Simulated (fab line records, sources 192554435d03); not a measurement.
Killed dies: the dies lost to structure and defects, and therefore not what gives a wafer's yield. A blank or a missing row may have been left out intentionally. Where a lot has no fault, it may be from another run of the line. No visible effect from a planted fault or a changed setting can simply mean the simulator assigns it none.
Comparing a struck lot with a sound one	flow n5 finfet	30 out of 1938 route steps
Sound: these wafers, L230.2, L230.3, L230.6. Struck: wafers L236.3, L236.5, L236.6. The cause is given at the end.
For every step that has rows: the tool of each side, followed by ch and its chambers, followed by its first start. Under that, the readings that differ: sound wafers	struck wafers	difference of the means	sigmas: that difference in standard deviations of wafers without a fault.
alike: a reading whose means differ by less than 2 such deviations, as well as words and numbers matching on both sides. not compared: withheld readings; readings where some wafer has no value; bounds like >300 that might hide an equal value; numbers whose values overlap and for which the record gives no deviation.
Wherever a step has rows on one side only, a row that says differs or no value, or a row with sigmas, the two part there. Non-overlapping numbers with no deviation appear without sigmas and do not part them. A reading missing from all wafers of one side parts the sides only when that side holds two or more wafers.

first, 10 steps without rows for these wafers: N5_FIN_CUT_UV_OZONE_34 (time 120 s); N5_STI_FIN_REVEAL_ALD_00 (deposits SiO2, target thk 1 nm, pulse time 1 s); N5_STI_FIN_REVEAL_ALD_14 (deposits Si3N4, target thk 3 nm); N5_STI_FIN_REVEAL_FCVD_FILL_01 (material SiO2 flowable, target thk 312 nm, time 512.2 s); N5_STI_FIN_REVEAL_DENSIFY_02 (time 1800 s); N5_STI_FIN_REVEAL_CMP_04 (polishes, stops on Si3N4, t overpolish 4 s, target thk 131.83 nm); N5_STI_FIN_REVEAL_DENSIFY_30; N5_STI_FIN_REVEAL_ETCHBACK_08 (etches SiO2 in C4F6/O2, target depth 30.5 nm, time 10.167 s); N5_STI_FIN_REVEAL_STRIP_24 (strips in N2/H2, time 90 s); N5_STI_FIN_REVEAL_PRECLEAN_25 (cleans in SPM, time 90 s).
N5_STI_FIN_REVEAL_PRECLEAN_26: cleans in SC1, time 45 s.
  sound on wet bench-05 ch 1,6,7, day 4 11:22; struck on wet bench-05 ch 1,2,7, day 6 02:11
then, 15 steps without rows for these wafers: N5_STI_FIN_REVEAL_PRECLEAN_29 (cleans in DHF, time 30 s); N5_STI_FIN_REVEAL_SRD_12 (time 30 s); N5_STI_FIN_REVEAL_RECESS_09 (chemistry HF/NH3, target SiO2, afs cycles 11, target depth 42.5 nm, sublimation time 60 s); N5_STI_FIN_REVEAL_STRIP_16 (strips SiNx in H3PO4, target depth 23.8 nm); N5_STI_FIN_REVEAL_PRECLEAN_17 (cleans in NF3:NH3, afs cycles 1, time 20 s, sublimation time 60 s); N5_STI_FIN_REVEAL_ETCH_34 (etches Si in H2, material Si, target depth 0.97 nm); N5_STI_FIN_REVEAL_OXIDATION_31 (chemistry O2 PLASMA REMOTE, time 20 s); N5_STI_FIN_REVEAL_PRECLEAN_32 (cleans in NF3:NH3, afs cycles 1, time 20 s, sublimation time 60 s); N5_STI_FIN_REVEAL_STRIP_35 (strips Si3N4 in H3PO4, target depth 4 nm, time 39 s); N5_STI_FIN_REVEAL_SRD_21 (time 30 s); N5_STI_FIN_REVEAL_OXIDATION_33 (chemistry O2 PLASMA REMOTE, time 20 s); N5_STI_FIN_REVEAL_CLEAN_19 (cleans in O3/DIW, time 120 s); N5_STI_FIN_REVEAL_SRD_23 (time 30 s); N5_STI_FIN_REVEAL_PRECLEAN_18 (cleans in SC2, time 45 s); N5_STI_FIN_REVEAL_SRD_28 (time 30 s).
N5_STI_FIN_REVEAL_INSPECT_13: inspects for defects (darkfield).
  sound on defect inspect-01, day 4 14:13; struck on defect inspect-01, day 6 05:04
reading	sound	struck	difference	sigmas
raw defect count	9 9 16	871 910 762	+836	+99 or more
then, 1 step without rows for these wafers: N5_DUMMY_GATE_PRECLEAN_00 (cleans in O3/DIW, time 60 s).
-- record jumps: 6 days separate the struck wafers' starts on either side; left off in module DUMMY_GATE, taken up again in module BEOL_M4, whose first shown step is the route's number 1111 --
N5_BEOL_M4_RC_MEAS_101:
  sound on prober-01 ch 0, day 10 03:54; struck on prober-02 ch 0, day 11 22:11
  alike: DIBL_N, DIBL_P, IOFF_N, IOFF_P, ION_N, ION_P, SS_N, SS_P, VT_N, VT_P
-- here the record skips 5 days between the struck wafers' starts before and after, leaving off in module BEOL_M4 and picking up in module PASSIVATION (first step shown: number 1936 of the route) --
N5_PASSIVATION_PROBE_49:
  sound on prober-02, day 14 10:18; struck on prober-01, day 16 15:49
reading	sound	struck	difference	sigmas
defect limited yield (%)	93.5 93.6 94.8	84.2 78.8 82.3	-12.2	-8
killed at front end	36 28 23	126 194 148	+127	+10
killed dies	77 76 61	187 250 209	+144	+8
killed on rim	5 13 10	32 17 24	+15	+3
sort_bin_5_function (%)	4.3 3.3 2.8	8.5 13.4 10.3	+7.3	+8
sort_bin_6_memory (%)	1.9 2.9 2.1	4.5 4.0 3.9	+1.8	+3
sort n pass	1103 1104 1119	993 930 971	-144	-8
sort yield pct (%)	93.5 93.6 94.8	84.2 78.8 82.3	-12.2	-8
  alike: killed_at_M0_to_M3, killed_at_M4_up, killed at contacts, killed at other, killed open, killed short

## WHERE THEY PART
At N5_STI_FIN_REVEAL_INSPECT_13 first; at N5_PASSIVATION_PROBE_49 last (within this record only).

WHY: what the simulator had put in
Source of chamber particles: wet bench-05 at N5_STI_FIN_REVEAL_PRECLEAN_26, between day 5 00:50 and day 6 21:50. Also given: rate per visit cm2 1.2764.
